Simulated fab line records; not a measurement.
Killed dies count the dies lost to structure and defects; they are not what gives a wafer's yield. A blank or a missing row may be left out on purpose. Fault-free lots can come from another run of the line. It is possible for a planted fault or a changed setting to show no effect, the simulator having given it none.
Which of the tools did it? -- flow nand-harc -- Sampling: 24 lots, 72 wafers, 4 of 1302 route steps

== WHAT THE GAUGES READ, wafer by wafer ==
NHARC_P_ZERO_WELL_CD_MEAS_24: target cd 720 nm. Usual: 720.4 nm for cd-nm, sd 1.3.
lot,measured,on,cd-nm (nm),flag
L074,day 1 22:28,cd-sem-01,718.7 718.1 719.7,
L075,day 2 08:30,cd-sem-01,721.2 720.0 719.7,
L076,day 2 18:37,cd-sem-01,720.9 721.5 721.8,
L077,day 3 04:35,cd-sem-02,720.6 719.5 719.9,
L078,day 3 14:35,cd-sem-03,719.4 719.6 718.8,
L079,day 4 00:29,cd-sem-02,720.6 720.8 719.9,
L080,day 4 10:35,cd-sem-01,722.7 722.3 722.4,
L081,day 4 20:38,cd-sem-03,719.5 719.7 720.4,
L082,day 5 06:38,cd-sem-01,719.4 722.6 720.7,
L083,day 5 16:34,cd-sem-01,721.5 720.3 722.0,
L084,day 6 02:29,cd-sem-02,722.3 720.7 721.0,
L085,day 6 12:48,cd-sem-01,719.7 719.5 721.5,
L086,day 6 22:45,cd-sem-02,718.9 720.9 719.3,
L087,day 7 08:34,cd-sem-02,720.8 722.1 721.0,
L088,day 7 18:24,cd-sem-02,722.1 722.4 722.1,
L089,day 8 04:30,cd-sem-02,721.4 720.2 721.5,
L090,day 8 14:28,cd-sem-03,720.2 721.5 720.3,
L091,day 9 00:28,cd-sem-02,720.7 721.9 720.4,
L092,day 9 10:20,cd-sem-01,719.0 717.4 719.0,
L093,day 9 20:36,cd-sem-03,717.1 718.5 718.9,
L094,day 10 07:32,cd-sem-02,720.1 721.0 721.5,
L095,day 10 16:28,cd-sem-02,722.2 723.0 722.0,
L096,day 11 02:28,cd-sem-03,718.4 718.3 721.5,
L097,day 11 12:41,cd-sem-01,719.6 719.6 719.2,

NHARC_P_STI_CD_MEAS_09: target cd 200 nm. Usual: 199.7 nm for cd-nm, sd 1.6.
lot,measured,on,cd-nm (nm),flag
L074,day 2 19:50,cd-sem-01,201.8 200.3 202.5,
L075,day 3 06:15,cd-sem-02,199.9 198.5 197.7,
L076,day 3 17:17,cd-sem-02,200.6 198.5 201.9,
L077,day 4 03:52,cd-sem-03,200.7 200.0 200.4,
L078,day 4 11:09,cd-sem-01,202.5 202.5 203.9,
L079,day 4 22:00,cd-sem-03,199.2 200.5 200.7,
L080,day 5 08:37,cd-sem-02,200.4 199.9 201.6,
L081,day 5 16:59,cd-sem-01,198.9 198.6 201.3,
L082,day 6 05:23,cd-sem-03,200.6 198.7 200.1,
L083,day 6 14:25,cd-sem-03,197.0 199.8 195.7,
L084,day 7 00:14,cd-sem-03,201.1 202.9 201.3,
L085,day 7 09:32,cd-sem-03,198.7 200.8 198.4,
L086,day 7 20:59,cd-sem-01,197.3 199.2 197.4,
L087,day 8 05:32,cd-sem-02,199.1 199.2 198.5,
L088,day 8 15:06,cd-sem-02,196.7 198.6 202.1,
L089,day 9 02:29,cd-sem-01,201.8 199.2 199.5,
L090,day 9 13:08,cd-sem-02,201.2 200.6 201.5,
L091,day 9 21:42,cd-sem-02,196.8 198.0 198.1,
L092,day 10 12:17,cd-sem-01,197.7 198.9 197.6,
L093,day 11 05:26,cd-sem-01,198.3 197.9 198.0,
L094,day 11 05:16,cd-sem-02,200.7 201.4 198.7,
L095,day 11 13:23,cd-sem-02,196.8 202.3 199.1,
L096,day 12 00:20,cd-sem-02,202.2 201.3 202.1,
L097,day 12 09:55,cd-sem-02,201.5 200.3 201.9,

== WHAT TOOL EACH LOT RAN ON (gives the tool, then ch and the chambers of the sampled wafers, and finally the start) ==
lot,NHARC_P_ZERO_WELL_ETCH_65,NHARC_P_ZERO_WELL_DESCUM_39
L074,"rie-diel-09 ch 0,1,3, day 1 21:29","rie-diel-09 ch 1,2, day 2 00:12"
L075,"rie-diel-09 ch 0,1,2, day 2 07:30","rie-diel-09 ch 1,2, day 2 10:20"
L076,"rie-diel-09 ch 0,1,2, day 2 17:29","rie-diel-12 ch 0,1,3, day 2 20:28"
L077,"rie-diel-12 ch 1,3, day 3 03:29","rie-diel-09 ch 0,2, day 3 06:24"
L078,"rie-diel-13 ch 0,1,2, day 3 13:29","rie-diel-13 ch 0,2,3, day 3 16:27"
L079,"rie-diel-13 ch 1,2,3, day 3 23:22","rie-diel-12 ch 1,2,3, day 4 02:26"
L080,"rie-diel-13 ch 1,2, day 4 09:29","rie-diel-09 ch 0,1,3, day 4 12:28"
L081,"rie-diel-12 ch 1,2, day 4 19:39","rie-diel-09 ch 0,2,3, day 4 22:17"
L082,"rie-diel-13 ch 1,2,3, day 5 05:31","rie-diel-09 ch 2,3, day 5 08:19"
L083,"rie-diel-09 ch 1,2,3, day 5 15:28","rie-diel-09 ch 0,1,2, day 5 18:15"
L084,"rie-diel-13 ch 1,2, day 6 01:23","rie-diel-13 ch 0,2,3, day 6 04:13"
L085,"rie-diel-12 ch 1,2,3, day 6 11:50","rie-diel-09 ch 0,3, day 6 14:28"
L086,"rie-diel-12 ch 0,1,2, day 6 21:42","rie-diel-13 ch 0,2, day 7 00:26"
L087,"rie-diel-13 ch 0,1,2, day 7 07:29","rie-diel-09 ch 0,2,3, day 7 10:16"
L088,"rie-diel-09 ch 2,3, day 7 17:23","rie-diel-09 ch 1,2,3, day 7 20:14"
L089,"rie-diel-09 ch 0,1,2, day 8 03:22","rie-diel-13 ch 1,2,3, day 8 06:20"
L090,"rie-diel-13 ch 0,1,2, day 8 13:22","rie-diel-12 ch 0,1, day 8 16:09"
L091,"rie-diel-09 ch 1,2,3, day 8 23:30","rie-diel-12 ch 0,1,3, day 9 02:17"
L092,"rie-diel-12 ch 0,1,2, day 9 09:22","rie-diel-13 ch 0,1,2, day 9 12:07"
L093,"rie-diel-13 ch 2,3, day 9 19:29","rie-diel-09 ch 0,1, day 9 22:17"
L094,"rie-diel-09 ch 0,3, day 10 06:26","rie-diel-13 ch 0,1, day 10 09:13"
L095,"rie-diel-13 ch 1,2,3, day 10 15:23","rie-diel-13 ch 0,2,3, day 10 18:10"
L096,"rie-diel-09 ch 0,1,2, day 11 01:30","rie-diel-09 ch 2,3, day 11 04:16"
L097,"rie-diel-13 ch 1,2, day 11 11:34","rie-diel-13 ch 1,3, day 11 14:31"
- NHARC_P_ZERO_WELL_ETCH_65: etches the open film in N2/H2, target depth 80 nm, overetch 24 nm, time 87.88 s.
- NHARC_P_ZERO_WELL_DESCUM_39: chemistry O2, time 3 s.

== WHAT THE TOOLS THEMSELVES READ (means of the sampled wafers that have a number; where no wafer has one, the mark that the record gives instead) ==
NHARC_P_ZERO_WELL_ETCH_65. Usual: drypump-motor-current-A 5.6 A, standard deviation 0.56; oes-product-au 1.000 a.u., standard deviation 0.0074; rf-vpp-V 430.5 V, standard deviation 2.5; showerhead-plenum-p-Torr 2.04 Torr, standard deviation 0.086; throttle-valve-pct 14.170 %, standard deviation 0.0087.
lot,tool,drypump-motor-current-A (A),oes-product-au (a.u.),rf-vpp-V (V),showerhead-plenum-p-Torr (Torr),throttle-valve-pct (%),flag
L074,rie-diel-09,5.7,1.000,431.2,2.05,14.167,
L075,rie-diel-09,5.5,0.995,430.6,2.03,14.171,
L076,rie-diel-09,5.5,0.999,430.3,2.03,14.172,
L077,rie-diel-12,5.3,1.003,432.5,2.10,14.179,
L078,rie-diel-13,5.8,1.015,429.5,2.00,14.171,
L079,rie-diel-13,5.3,0.997,431.3,2.07,14.167,
L080,rie-diel-13,5.4,0.999,431.5,2.03,14.175,
L081,rie-diel-12,5.9,1.000,429.9,2.00,14.170,
L082,rie-diel-13,5.3,1.004,431.2,2.06,14.171,
L083,rie-diel-09,5.9,1.008,431.3,2.05,14.168,
L084,rie-diel-13,5.6,1.002,430.2,2.00,14.169,
L085,rie-diel-12,5.8,1.008,431.6,2.07,14.169,
L086,rie-diel-12,5.4,1.005,427.9,1.97,14.177,
L087,rie-diel-13,5.8,0.998,429.6,1.99,14.170,
L088,rie-diel-09,6.3,1.000,432.7,2.13,14.169,
L089,rie-diel-09,5.5,0.997,430.6,2.02,14.172,
L090,rie-diel-13,5.8,1.001,429.2,1.99,14.166,
L091,rie-diel-09,5.9,0.997,431.0,2.05,14.171,
L092,rie-diel-12,5.4,1.004,429.2,1.96,14.165,
L093,rie-diel-13,5.5,0.999,430.3,2.02,14.163,
L094,rie-diel-09,5.6,0.987,431.4,2.08,14.171,
L095,rie-diel-13,5.3,0.999,430.4,2.05,14.178,
L096,rie-diel-09,5.5,0.997,430.0,2.01,14.162,
L097,rie-diel-13,5.4,0.999,429.3,2.01,14.169,

NHARC_P_ZERO_WELL_DESCUM_39. Usual: drypump-motor-current-A 5.6 A, standard deviation 0.54; oes-product-au 1.000 a.u., standard deviation 0.0081; rf-vpp-V 57.7 V, standard deviation 0.86; showerhead-plenum-p-Torr 1.91 Torr, standard deviation 0.078; throttle-valve-pct 11.311 %, standard deviation 0.0093.
lot,tool,drypump-motor-current-A (A),oes-product-au (a.u.),rf-vpp-V (V),showerhead-plenum-p-Torr (Torr),throttle-valve-pct (%),flag
L074,rie-diel-09,5.6,0.999,57.2,1.86,11.316,
L075,rie-diel-09,5.7,0.995,57.6,1.92,11.319,
L076,rie-diel-12,5.4,1.002,57.4,1.93,11.309,
L077,rie-diel-09,5.6,0.995,57.7,1.96,11.318,
L078,rie-diel-13,5.7,1.003,58.1,1.91,11.319,
L079,rie-diel-12,5.8,1.002,58.4,1.95,11.308,
L080,rie-diel-09,5.7,0.999,58.4,1.92,11.302,
L081,rie-diel-09,5.8,0.994,57.6,1.97,11.312,
L082,rie-diel-09,6.0,0.991,57.7,1.99,11.307,
L083,rie-diel-09,5.5,0.994,56.9,1.90,11.303,
L084,rie-diel-13,5.7,1.000,57.9,1.90,11.313,
L085,rie-diel-09,6.1,0.999,57.4,1.98,11.307,
L086,rie-diel-13,6.2,1.008,58.0,1.84,11.309,
L087,rie-diel-09,5.8,0.991,58.3,1.97,11.303,
L088,rie-diel-09,5.9,0.998,58.2,1.92,11.309,
L089,rie-diel-13,5.3,1.002,58.3,1.93,11.311,
L090,rie-diel-12,4.9,1.003,57.9,1.83,11.318,
L091,rie-diel-12,5.4,1.006,57.7,1.91,11.312,
L092,rie-diel-13,5.8,0.998,58.3,1.86,11.313,
L093,rie-diel-09,5.4,1.003,57.9,1.83,11.314,
L094,rie-diel-13,6.0,1.001,57.9,1.86,11.310,
L095,rie-diel-13,5.7,1.006,57.6,1.89,11.322,
L096,rie-diel-09,6.2,1.002,57.8,1.99,11.312,
L097,rie-diel-13,5.1,0.997,57.6,1.94,11.307,

== THE ANSWER, worked out from the rows above alone ==
Rule: a lot is off if the mean of its wafers that have a number lies more than 3 standard deviations from the usual mean. Also off: a lot with no number at a reading for which 4 or more lots have one. Where the step has rows for the other lots, those lots are counted as sound. After the gauges, taken in route order, come the tools' own readings; for these a lot's mean is taken, as printed above. At the first step where some lot is off, the reading lying furthest off is the one used; lots without a number count as furthest.
No lot is off on any of the readings shown, so nothing can be concluded from this.

== WHAT WAS PUT IN BY THE SIMULATOR ==
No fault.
